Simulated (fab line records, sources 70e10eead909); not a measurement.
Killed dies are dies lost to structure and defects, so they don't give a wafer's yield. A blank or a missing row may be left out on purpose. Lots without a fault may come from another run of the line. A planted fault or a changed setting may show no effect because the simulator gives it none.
Which tool did it? | flow nand_harc | 7 lots, 21 wafers sampled, at 1 step of a route of 1302

WHAT THE GAUGES READ, wafer by wafer
NHARC_P_CONTACT_INSPECT_27.
lot  | measured     | on                | raw_defect_count
L328 | day 6 13:08  | defect_inspect-01 | 116 196 187
L331 | day 8 01:41  | defect_inspect-01 | 230 274 192
L333 | day 8 13:31  | defect_inspect-02 | 153 177 103
L335 | day 9 04:52  | defect_inspect-01 | 212 278 143
L344 | day 13 01:50 | defect_inspect-01 | 328 245 201
L346 | day 14 00:09 | defect_inspect-01 | 380 331 350
L349 | day 15 07:07 | defect_inspect-02 | 122 334 223

WHICH TOOL RAN EACH LOT (tool, then ch and the chambers of the sampled wafers, then the start)
The record holds no process step before these readings.

THE ANSWER, worked out from the rows above alone
Rule: what is usual is taken from the lots themselves. Put in order of their means at a reading, lots are off if they are a third of the lots or fewer, leave a main group of 4 or more, and stand apart from it by a gap of 3 or more times the standard deviation of the main group's means; of several such gaps the widest counts. A main group whose means are all the same, to the digits that the tables above print for the reading, isn't used. A lot without any number at a reading at which 4 lots or more have one is off too. The other lots that the step has rows for count as sound.
No lot is off at any reading shown: from this, nothing can be told.

WHAT THE SIMULATOR HAD PUT IN
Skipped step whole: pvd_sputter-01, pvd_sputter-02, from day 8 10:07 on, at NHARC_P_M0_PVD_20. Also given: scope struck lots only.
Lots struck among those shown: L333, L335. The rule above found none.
